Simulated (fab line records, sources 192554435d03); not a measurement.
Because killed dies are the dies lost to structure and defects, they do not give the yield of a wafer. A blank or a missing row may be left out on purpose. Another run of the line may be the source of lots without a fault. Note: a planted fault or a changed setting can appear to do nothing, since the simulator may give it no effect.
A struck lot beside a sound one / flow n5_finfet / 35 steps out of a route of 1938
Sound: the wafers L184.1, L184.3, L184.6. Struck: wafer L201.4. (L201.2, L201.3 of the same lot were not struck and are left out.) The cause comes at the end.
For every step that has rows: the tool of each side, followed by ch and its chambers, followed by its first start. Under that, the readings that differ: sound wafers / struck wafers / difference of the means / sigmas: that difference in standard deviations of wafers without a fault.
alike: readings with means less than 2 such deviations apart, plus words and numbers identical on both sides. not compared: withheld readings, readings lacking a value on some wafer, bounds such as >300 that could conceal the same value, and numbers that have no deviation in the record and whose values overlap.
A row with sigmas, a row that says differs or no value, or rows on one side alone: a step with any of these is where the two part. When numbers do not overlap yet have no deviation, they are printed without sigmas and do not part them. Lack of a reading on every wafer of one side parts them only where that side has two or more wafers.

first, 9 steps without rows for these wafers: N5_BEOL_M6_COAT_22 (resist thk 30 nm); N5_BEOL_M6_EBR_24; N5_BEOL_M6_SOFTBAKE_23 (time 60 s); N5_BEOL_M6_EXPOSE_25 (exposes mask V5, target cd 40 nm); N5_BEOL_M6_PEB_26 (peb time 60 s); N5_BEOL_M6_DEVELOP_27 (develop time 30 s); N5_BEOL_M6_DESCUM_33 (chemistry O2, time 7 s); N5_BEOL_M6_ETCH_72 (etches underlayer in N2/H2, target depth 6.5 nm, time 5.2 s); N5_BEOL_M6_ETCH_65 (etches SiARC in CF4, target depth 15.6 nm, time 26 s).
N5_BEOL_M6_ETCH_66: etches SOC in N2/H2, target depth 80 nm, overetch 16 nm, time 120 s.
  sound on rie_diel-05 ch 1,3, day 9 21:29; struck on rie_diel-01 ch 1, day 13 19:20
  alike: chamber_pressure_mTorr, drypump_motor_current_A, oes_product_au, rf_vpp_V, showerhead_plenum_p_Torr, throttle_valve_pct
  not compared: rf_hours_counter_h
then, 24 steps without rows for these wafers: N5_BEOL_M6_STRIP_69 (strips in N2/H2); N5_BEOL_M6_STRIP_73 (strips in N2/H2); N5_BEOL_M6_VIA_ETCH_34 (etches SiCOH lowk in C4F6/O2, target depth 126.3 nm, time 50.9 s); N5_BEOL_M6_STRIP_76 (strips in C4F6/O2); N5_BEOL_M6_STRIP_36 (strips in N2/H2); N5_BEOL_M6_TRENCH_ETCH_37 (etches SiCOH lowk in C4F6/O2, target depth 94.435 nm, time 31.5 s); N5_BEOL_M6_ETCH_41 (etches SiCN in CH3F/O2, target depth 29.7 nm, time 52 s); N5_BEOL_M6_STRIP_80 (strips in N2/H2, time 10 s); N5_BEOL_M6_HM_STRIP_39 (strips TiN in peroxide tin strip, target depth 25 nm, time 158 s); N5_BEOL_M6_SRD_40 (time 30 s); N5_BEOL_M6_PRECLEAN_42 (cleans in residue remover, time 60 s); N5_BEOL_M6_SRD_43 (time 30 s); N5_BEOL_M6_CURE_75 (cures SiCOH lowk, time 120 s); N5_BEOL_M6_DEGAS_44 (time 60 s); N5_BEOL_M6_PRE_CLEAN_45 (time 30 s); N5_BEOL_M6_ALD_77 (deposits TaN, target thk 2 nm, pulse time 2 s, purge time 3 s); N5_BEOL_M6_SURFACE_TREAT_79; N5_BEOL_M6_CVD_78 (deposits Co from CCTBA/H2, target thk 2 nm, time 142.3 s); N5_BEOL_M6_SPUTTER_48 (material Cu, target thk 10 nm, time 1.667 s); N5_BEOL_M6_ECD_50 (material Cu, target thk 300 nm); N5_BEOL_M6_ANNEAL_51 (time 90 s); N5_BEOL_M6_CMP_52 (polishes, stops on SiCOH lowk, t overpolish 6.9 s, target thk 80 nm); N5_BEOL_M6_PRE_CLEAN_55 (time 15 s); N5_BEOL_M6_DEP_56 (deposits SiCN from 3MS/NH3, target thk 10 nm, time 17.5 s).
-- a jump in the record: the struck wafers' starts before and after are 4 days apart (it breaks off in module BEOL_M6 and resumes in module PASSIVATION, where the first step shown is number 1936 of the route) --
N5_PASSIVATION_PROBE_49:
  rows exist in the record for the struck wafers here (prober-02, day 17 12:42), but not for the sound ones

## WHERE THEY PART
Only at N5_PASSIVATION_PROBE_49, as far as this record shows.

WHY: what had been put in by the simulator
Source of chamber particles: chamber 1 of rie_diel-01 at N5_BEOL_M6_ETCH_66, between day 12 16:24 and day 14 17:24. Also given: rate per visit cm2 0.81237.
